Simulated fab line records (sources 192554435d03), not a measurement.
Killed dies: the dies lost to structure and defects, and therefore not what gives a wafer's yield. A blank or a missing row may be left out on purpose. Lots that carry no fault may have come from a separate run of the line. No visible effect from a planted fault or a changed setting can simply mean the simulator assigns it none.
Split-lot experiment / flow n5 finfet / 21 wafers read from 7 lots, route of 1938 steps

== ABOUT THE SPLIT ==
At N5_BEOL_M3_PECVD_72 (deposits SiO2 from TEOS/O2, target thk 16 nm, time 18 s), the setting temp c was moved away from the recipe's 400 C on 6 of the 21 wafers read, by -3.8% to +3.4%. This setting was run at the recipe's value on the other wafers.

== FROM THE SPLIT TO THE READING: what the file shows between them, 3 steps ==
- N5_BEOL_M3_HM_DEP_02: deposits TiN, target thk 20 nm
- N5_BEOL_M3_COAT_61: time 60 s, resist thk 60 nm
- N5_BEOL_M3_STRIP_97: strips in N2/H2, time 10 s

== THE READING ==
SiO2_of_BEOL_M3_PECVD_72.thk nm (the simulator's own value, which no gauge read), in nm, at N5_BEOL_M3_HM_STRIP_39 (strips TiN in peroxide tin strip, target depth 25 nm, time 158 s). No usual value for it is given in the file. Average 15.9 nm, standard deviation 0.22 nm, over the 15 wafers here run with the recipe.

wafer=L077.1; tool, chamber at the split=pecvd-02, 0,2; temp c as run, C=384.6; against the recipe=-3.8%; SiO2_of_BEOL_M3_PECVD_72.thk nm, nm=17; against lot-mates on the recipe=no lot-mate on the recipe
wafer=L077.2; tool, chamber at the split=pecvd-02, 0,2; temp c as run, C=384.6; against the recipe=-3.8%; SiO2_of_BEOL_M3_PECVD_72.thk nm, nm=17; against lot-mates on the recipe=no lot-mate on the recipe
wafer=L077.3; tool, chamber at the split=pecvd-02, 1; temp c as run, C=384.6; against the recipe=-3.8%; SiO2_of_BEOL_M3_PECVD_72.thk nm, nm=17.2; against lot-mates on the recipe=no lot-mate on the recipe
wafer=L078.3; tool, chamber at the split=pecvd-01, 1; temp c as run, C=400; against the recipe=recipe; SiO2_of_BEOL_M3_PECVD_72.thk nm, nm=15.6; against lot-mates on the recipe=-
wafer=L078.4; tool, chamber at the split=pecvd-01, 2; temp c as run, C=400; against the recipe=recipe; SiO2_of_BEOL_M3_PECVD_72.thk nm, nm=16; against lot-mates on the recipe=-
wafer=L078.5; tool, chamber at the split=pecvd-01, 0; temp c as run, C=400; against the recipe=recipe; SiO2_of_BEOL_M3_PECVD_72.thk nm, nm=15.8; against lot-mates on the recipe=-
wafer=L079.2; tool, chamber at the split=pecvd-03, 1; temp c as run, C=400; against the recipe=recipe; SiO2_of_BEOL_M3_PECVD_72.thk nm, nm=15.4; against lot-mates on the recipe=-
wafer=L079.4; tool, chamber at the split=pecvd-03, 1,0; temp c as run, C=400; against the recipe=recipe; SiO2_of_BEOL_M3_PECVD_72.thk nm, nm=16.2; against lot-mates on the recipe=-
wafer=L079.5; tool, chamber at the split=pecvd-03, 1,0; temp c as run, C=400; against the recipe=recipe; SiO2_of_BEOL_M3_PECVD_72.thk nm, nm=16; against lot-mates on the recipe=-
wafer=L080.3; tool, chamber at the split=pecvd-03, 1; temp c as run, C=413.6; against the recipe=+3.4%; SiO2_of_BEOL_M3_PECVD_72.thk nm, nm=14; against lot-mates on the recipe=-2.0
wafer=L080.4; tool, chamber at the split=pecvd-03, 1; temp c as run, C=400; against the recipe=recipe; SiO2_of_BEOL_M3_PECVD_72.thk nm, nm=15.8; against lot-mates on the recipe=-
wafer=L080.5; tool, chamber at the split=pecvd-03, 2; temp c as run, C=400; against the recipe=recipe; SiO2_of_BEOL_M3_PECVD_72.thk nm, nm=16.2; against lot-mates on the recipe=-
wafer=L091.4; tool, chamber at the split=pecvd-02, 1,0; temp c as run, C=400; against the recipe=recipe; SiO2_of_BEOL_M3_PECVD_72.thk nm, nm=16; against lot-mates on the recipe=-
wafer=L091.5; tool, chamber at the split=pecvd-02, 1; temp c as run, C=400; against the recipe=recipe; SiO2_of_BEOL_M3_PECVD_72.thk nm, nm=15.8; against lot-mates on the recipe=-
wafer=L091.6; tool, chamber at the split=pecvd-02, 1,0; temp c as run, C=400; against the recipe=recipe; SiO2_of_BEOL_M3_PECVD_72.thk nm, nm=16.2; against lot-mates on the recipe=-
wafer=L094.2; tool, chamber at the split=pecvd-02, 1,0; temp c as run, C=400; against the recipe=recipe; SiO2_of_BEOL_M3_PECVD_72.thk nm, nm=15.8; against lot-mates on the recipe=-
wafer=L094.3; tool, chamber at the split=pecvd-02, 1,0; temp c as run, C=400; against the recipe=recipe; SiO2_of_BEOL_M3_PECVD_72.thk nm, nm=15.8; against lot-mates on the recipe=-
wafer=L094.4; tool, chamber at the split=pecvd-02, 1; temp c as run, C=400; against the recipe=recipe; SiO2_of_BEOL_M3_PECVD_72.thk nm, nm=16; against lot-mates on the recipe=-
wafer=L095.2; tool, chamber at the split=pecvd-01, 1; temp c as run, C=400; against the recipe=recipe; SiO2_of_BEOL_M3_PECVD_72.thk nm, nm=16; against lot-mates on the recipe=-
wafer=L095.3; tool, chamber at the split=pecvd-01, 0; temp c as run, C=392.1; against the recipe=-2.0%; SiO2_of_BEOL_M3_PECVD_72.thk nm, nm=17; against lot-mates on the recipe=+1.0
wafer=L095.5; tool, chamber at the split=pecvd-01, 1; temp c as run, C=392.1; against the recipe=-2.0%; SiO2_of_BEOL_M3_PECVD_72.thk nm, nm=17; against lot-mates on the recipe=+1.0
The file does not say which wafer passed through which chamber wherever a row lists several chambers: such a row stands for several wafers.

FIT RESULTS
A straight line over all 21 wafers: SiO2_of_BEOL_M3_PECVD_72.thk nm changes by -0.388 nm for each +1% of temp c; r = -0.92; the points scatter about the line by 0.29 nm.
The same after taking each lot's own level away (the mean of its wafers on the recipe; 18 wafers): -0.556 nm for each +1%; r = -0.95; scatter 0.2 nm.
The reading moves by 2.1 nm for the largest change in temp c, on that fit.
Across the lots, their own levels run from 15.80 to 16.00 nm, a range of 0.9 times the standard deviation given above.
Thus the slope moves with the lot-to-lot level: the two fits are different.
Check: -1.72 nm against its lot-mates is what the line predicts for one of the wafers moved furthest among these (+3.4%) when that wafer is left out of the fit. Against them it came out at -2 nm.

== THE OTHER SPLITS THESE WAFERS WENT THROUGH ==
Note: prior to the reading, these wafers also went through further splits. Each is held against what the fit with the lots' levels taken away leaves over:
other split on the same wafers=N5_BEOL_M0_SAQP_PECVD_04 time s; wafers away from the commonest value=9; r with SiO2_of_BEOL_M3_PECVD_72.thk nm (lot level and that fit taken away)=+0.27
other split on the same wafers=N5_BEOL_M1_COAT_05 spin rpm; wafers away from the commonest value=8; r with SiO2_of_BEOL_M3_PECVD_72.thk nm (lot level and that fit taken away)=+0.10
other split on the same wafers=N5_BEOL_M2_ALD_98 ald cycles; wafers away from the commonest value=6; r with SiO2_of_BEOL_M3_PECVD_72.thk nm (lot level and that fit taken away)=+0.31
other split on the same wafers=N5_BEOL_M2_TRENCH_ETCH_37 bias w; wafers away from the commonest value=6; r with SiO2_of_BEOL_M3_PECVD_72.thk nm (lot level and that fit taken away)=+0.24
other split on the same wafers=N5_BEOL_M3_ILD_DEP_00 time s; wafers away from the commonest value=4; r with SiO2_of_BEOL_M3_PECVD_72.thk nm (lot level and that fit taken away)=-0.41

== THE WHOLE CHAIN: every reading that the file lists as answering this split, in the file's order ==
step=N5_BEOL_M3_PECVD_72; what it does=deposits SiO2 from TEOS/O2, target thk 16 nm, time 18 s; reading=SiO2_of_BEOL_M3_PECVD_72.thk nm (the simulator's own value, which no gauge read); change (the file's fit)=-0.558 nm for each +1% of the setting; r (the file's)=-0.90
step=N5_BEOL_M3_HM_STRIP_39; what it does=strips TiN in peroxide tin strip, target depth 25 nm, time 158 s; reading=SiO2_of_BEOL_M3_PECVD_72.thk nm (the simulator's own value, which no gauge read); change (the file's fit)=-0.568 nm for each +1% of the setting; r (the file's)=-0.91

== FILE'S OWN FIT ==
SiO2_of_BEOL_M3_PECVD_72.thk nm changes by -0.568 nm for each +1% of temp c, r = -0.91.
